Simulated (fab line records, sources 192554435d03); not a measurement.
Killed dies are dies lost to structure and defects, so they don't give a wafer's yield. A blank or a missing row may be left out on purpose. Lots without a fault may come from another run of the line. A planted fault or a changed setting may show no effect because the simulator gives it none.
Which tool did it? | flow n5_finfet | 10 lots, 30 wafers sampled, at 5 steps of a route of 1938

WHAT THE GAUGES READ, wafer by wafer
N5_WELL_APT_OVL_MEAS_26. Usual: PWELL_OVL 0 nm, standard deviation 5.1.
lot  | measured    | on         | PWELL_OVL (nm) | flag
L655 | day 1 20:58 | overlay-02 | -6 -5 0        |
L656 | day 2 03:20 | overlay-02 | -3 -4 0        |
L662 | day 3 14:51 | overlay-01 | -5 -1 -4       |
L664 | day 4 03:23 | overlay-01 | 0 8 3          |
L667 | day 4 20:59 | overlay-01 | 4 6 -8         |
L672 | day 6 02:44 | overlay-02 | 0 2 -2         |
L673 | day 6 10:34 | overlay-02 | 1 3 -1         |
L674 | day 6 15:13 | overlay-01 | -5 1 -5        |
L675 | day 6 20:59 | overlay-01 | -4 3 -4        |
L676 | day 7 03:21 | overlay-02 | -9 -9 -12      |

N5_BEOL_M4_RC_MEAS_101. Usual: DIBL_N 36.0 mV/V, standard deviation 1.7; DIBL_P 35.8 mV/V, standard deviation 2; IOFF_N 0.15 nA/um, standard deviation 0.03; IOFF_P 0.20 nA/um, standard deviation 0.037; ION_N 670 uA/um, standard deviation 12; ION_P 460 uA/um, standard deviation 7.2; SS_N 71.5 mV/dec, standard deviation 0.68; SS_P 73.2 mV/dec, standard deviation 0.65; VT_N 250 mV, standard deviation 3.1; VT_P -251 mV, standard deviation 3.4.
lot  | measured     | on        | DIBL_N (mV/V)  | DIBL_P (mV/V)  | IOFF_N (nA/um) | IOFF_P (nA/um) | ION_N (uA/um) | ION_P (uA/um) | SS_N (mV/dec)  | SS_P (mV/dec)  | VT_N (mV)   | VT_P (mV)      | flag
L655 | day 8 07:37  | prober-01 | 36.4 34.2 34.7 | 35.4 31.6 32.5 | 0.16 0.11 0.13 | 0.20 0.16 0.16 | 664 655 662   | 456 455 454   | 71.6 70.5 71.2 | 73.0 72.0 72.5 | 250 256 253 | -251 -256 -257 |
L656 | day 8 12:48  | prober-01 | 34.3 35.8 36.6 | 33.3 34.4 34.3 | 0.12 0.15 0.15 | 0.16 0.17 0.16 | 668 677 646   | 456 457 440   | 71.9 72.1 72.3 | 72.0 72.7 72.8 | 251 247 252 | -252 -253 -253 |
L662 | day 10 03:45 | prober-01 | 37.8 40.1 37.4 | 37.9 41.5 36.9 | 0.17 0.24 0.17 | 0.24 0.30 0.21 | 666 692 683   | 464 474 464   | 72.3 72.6 72.0 | 73.3 74.2 73.6 | 249 244 252 | -248 -246 -249 |
L664 | day 10 21:30 | prober-01 | 37.7 36.0 34.8 | 38.1 35.1 33.7 | 0.19 0.15 0.13 | 0.27 0.21 0.18 | 687 656 678   | 477 455 462   | 71.5 71.8 71.3 | 73.5 72.4 73.1 | 248 249 251 | -244 -249 -249 |
L667 | day 11 15:01 | prober-01 | 36.2 35.2 35.0 | 35.7 35.6 34.7 | 0.14 0.14 0.12 | 0.19 0.20 0.18 | 658 684 655   | 453 470 460   | 71.2 71.1 70.1 | 72.7 73.4 72.7 | 252 250 254 | -252 -250 -251 |
L672 | day 12 10:33 | prober-01 | 37.5 34.2 33.3 | 38.7 34.3 33.9 | 0.19 0.12 0.11 | 0.21 0.15 0.14 | 678 670 655   | 456 455 443   | 72.3 71.8 71.4 | 73.8 73.0 72.8 | 251 255 255 | -252 -259 -259 |
L673 | day 13 02:10 | prober-01 | 35.0 36.0 36.9 | 35.2 35.9 37.6 | 0.14 0.16 0.17 | 0.21 0.21 0.24 | 677 683 690   | 466 461 470   | 70.9 71.0 71.8 | 73.5 73.1 73.5 | 249 250 250 | -249 -250 -246 |
L674 | day 13 11:05 | prober-02 | 34.7 37.6 34.3 | 33.9 37.7 33.2 | 0.13 0.17 0.12 | 0.18 0.24 0.17 | 664 684 653   | 454 467 452   | 70.7 71.3 70.4 | 73.4 73.3 72.3 | 252 249 250 | -249 -249 -254 |
L675 | day 13 10:17 | prober-01 | 37.4 35.4 34.9 | 37.8 36.2 35.6 | 0.17 0.14 0.13 | 0.21 0.18 0.17 | 682 659 657   | 463 457 461   | 72.0 71.1 71.0 | 74.5 73.8 73.4 | 251 254 253 | -251 -253 -256 |
L676 | day 13 17:25 | prober-02 | 34.7 35.7 37.3 | 33.1 35.3 35.7 | 0.14 0.15 0.17 | 0.17 0.20 0.21 | 671 684 665   | 462 465 457   | 71.1 70.8 71.3 | 72.5 73.3 72.6 | 248 247 248 | -253 -252 -250 |

WHICH TOOL RAN EACH LOT (tool, then ch and the chambers of the sampled wafers, then the start)
lot  | N5_WELL_APT_RTA_34              | N5_PMOS_HMC_CHANNEL_EPI_COAT_31  | N5_PMOS_HMC_CHANNEL_EPI_HM_OPEN_15
L655 | rtp_anneal-02 ch 0, day 1 21:48 | litho_track-05 ch 0, day 1 22:58 | rie_diel-05 ch 0,3, day 1 23:28
L656 | rtp_anneal-01 ch 0, day 2 04:52 | litho_track-05 ch 0, day 2 08:14 | rie_diel-01 ch 0,1,3, day 2 08:44
L662 | rtp_anneal-02 ch 0, day 3 15:41 | litho_track-04 ch 0, day 3 16:39 | rie_diel-06 ch 1,3, day 3 17:10
L664 | rtp_anneal-02 ch 0, day 4 04:27 | litho_track-05 ch 0, day 4 05:26 | rie_diel-06 ch 0,2,3, day 4 05:50
L667 | rtp_anneal-02 ch 0, day 4 22:40 | litho_track-05 ch 0, day 4 23:42 | rie_diel-05 ch 0,1, day 5 00:10
L672 | rtp_anneal-02 ch 0, day 6 04:28 | litho_track-05 ch 0, day 6 05:38 | rie_diel-05 ch 0,2,3, day 6 06:47
L673 | rtp_anneal-02 ch 0, day 6 12:31 | litho_track-05 ch 0, day 6 13:38 | rie_diel-01 ch 2,3, day 6 14:13
L674 | rtp_anneal-01 ch 0, day 6 16:18 | litho_track-04 ch 0, day 6 17:16 | rie_diel-05 ch 0,1,3, day 6 17:47
L675 | rtp_anneal-02 ch 0, day 6 21:52 | litho_track-02 ch 0, day 6 23:00 | rie_diel-05 ch 2,3, day 6 23:31
L676 | rtp_anneal-02 ch 0, day 7 04:12 | litho_track-02 ch 0, day 7 05:20 | rie_diel-01 ch 0,1,2, day 7 05:53
- N5_WELL_APT_RTA_34: time 10 s.
- N5_PMOS_HMC_CHANNEL_EPI_COAT_31: time 60 s, resist thk 66 nm.
- N5_PMOS_HMC_CHANNEL_EPI_HM_OPEN_15: chemistry CHF3/O2, target SiO2, target depth 40.6 nm, time 20.3 s.

WHAT THE TOOLS THEMSELVES READ (means of the sampled wafers that have a number; where no wafer has one, the mark that the record gives instead)
N5_WELL_APT_RTA_34. Usual: lamp_power_pct 13.00 %, standard deviation 0.056; wafer_temp_C_max 1003.4, standard deviation 1.1.
lot  | tool          | lamp_power_pct (%) | wafer_temp_C_max | flag
L655 | rtp_anneal-02 | 13.00              | 1003.0           |
L656 | rtp_anneal-01 | 13.03              | 1003.5           |
L662 | rtp_anneal-02 | 12.99              | 1004.4           |
L664 | rtp_anneal-02 | 13.00              | 1002.8           |
L667 | rtp_anneal-02 | 13.01              | 1003.5           |
L672 | rtp_anneal-02 | 12.99              | 1003.9           |
L673 | rtp_anneal-02 | 12.98              | 1003.2           |
L674 | rtp_anneal-01 | 13.02              | 1003.1           |
L675 | rtp_anneal-02 | 12.97              | 1004.0           |
L676 | rtp_anneal-02 | 12.96              | 1003.6           |

N5_PMOS_HMC_CHANNEL_EPI_COAT_31. Usual: heater_power_total_W 391.7 W, standard deviation 1.3; plate_temp_C 204.97 C, standard deviation 0.17; resist_line_temp_C 23.00 C, standard deviation 0.1.
lot  | tool           | heater_power_total_W (W) | plate_temp_C (C) | resist_line_temp_C (C) | flag
L655 | litho_track-05 | 392.9                    | 204.84           | 23.09                  |
L656 | litho_track-05 | 391.4                    | 205.05           | 23.04                  |
L662 | litho_track-04 | 393.6                    | 204.91           | 22.99                  |
L664 | litho_track-05 | 391.5                    | 204.73           | 23.02                  |
L667 | litho_track-05 | 391.8                    | 204.87           | 23.14                  |
L672 | litho_track-05 | 422.3                    | 217.72           | 22.90                  | OFF
L673 | litho_track-05 | 422.3                    | 217.57           | 22.91                  | OFF
L674 | litho_track-04 | 392.5                    | 205.19           | 22.95                  |
L675 | litho_track-02 | 390.9                    | 204.88           | 23.03                  |
L676 | litho_track-02 | 392.0                    | 204.89           | 23.01                  |

N5_PMOS_HMC_CHANNEL_EPI_HM_OPEN_15. Usual: CHF3_flow_sccm 50.00 sccm, standard deviation 0.13; drypump_motor_current_A 6.0 A, standard deviation 0.34; oes_product_au 0.74 a.u., standard deviation 0.045; rf_vpp_V 524 V, standard deviation 8.9; showerhead_plenum_p_Torr 2.38 Torr, standard deviation 0.086; throttle_valve_pct 18.98 %, standard deviation 0.26.
lot  | tool        | CHF3_flow_sccm (sccm) | drypump_motor_current_A (A) | oes_product_au (a.u.) | rf_vpp_V (V) | showerhead_plenum_p_Torr (Torr) | throttle_valve_pct (%) | flag
L655 | rie_diel-05 | 49.95                 | 6.3                         | 0.73                  | 523          | 2.36                            | 19.26                  |
L656 | rie_diel-01 | 49.92                 | 6.0                         | 0.75                  | 524          | 2.41                            | 19.04                  |
L662 | rie_diel-06 | 49.89                 | 5.9                         | 0.76                  | 522          | 2.40                            | 19.04                  |
L664 | rie_diel-06 | 49.98                 | 5.8                         | 0.80                  | 518          | 2.36                            | 19.10                  |
L667 | rie_diel-05 | 50.12                 | 6.2                         | 0.74                  | 517          | 2.37                            | 18.93                  |
L672 | rie_diel-05 | 50.08                 | 6.3                         | 0.71                  | 530          | 2.36                            | 19.05                  |
L673 | rie_diel-01 | 49.96                 | 5.3                         | 0.89                  | 526          | 2.42                            | 18.86                  | OFF
L674 | rie_diel-05 | 50.08                 | 6.2                         | 0.72                  | 524          | 2.39                            | 19.07                  |
L675 | rie_diel-05 | 50.11                 | 6.2                         | 0.71                  | 538          | 2.42                            | 18.94                  |
L676 | rie_diel-01 | 50.00                 | 5.8                         | 0.80                  | 526          | 2.35                            | 18.97                  |

THE ANSWER, worked out from the rows above alone
Rule: a lot is off if the mean of its wafers that have a number lies more than 3 standard deviations from the usual mean. A lot without any number at a reading at which 4 lots or more have one is off too. The other lots that the step has rows for count as sound. The gauges are gone through in route order, then the tools' own readings, and for those a lot's mean is taken as printed above. The first step at which some lot is off is used, and at that step the reading that is off furthest; a lot without a number counts as furthest.
Off: L672, L673, at N5_PMOS_HMC_CHANNEL_EPI_COAT_31 (plate_temp_C).
A tool fits if, at that step or a process step before it, it ran every lot that is off, and no sound lot after the first of them. One fits: litho_track-05 at N5_PMOS_HMC_CHANNEL_EPI_COAT_31. Its last sound lot is L667 (day 4 23:42), its first lot that is off L672 (day 6 05:38): a fault that began between those two fits.
The tool's own readings at N5_PMOS_HMC_CHANNEL_EPI_COAT_31 bear it out: on the lots that are off they differ by more than 5 times the standard deviation of the sound lots' means. heater_power_total_W reads 422.3 W there against 392.1 W on the sound lots; plate_temp_C reads 217.64 C there against 204.92 C on the sound lots.

WHAT THE SIMULATOR HAD PUT IN
Process parameter drift: litho_track-05, from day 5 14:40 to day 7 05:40, at N5_PMOS_HMC_CHANNEL_EPI_COAT_31. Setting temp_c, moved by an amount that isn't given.
Lots struck among those shown: L672, L673. The rule above found the same.
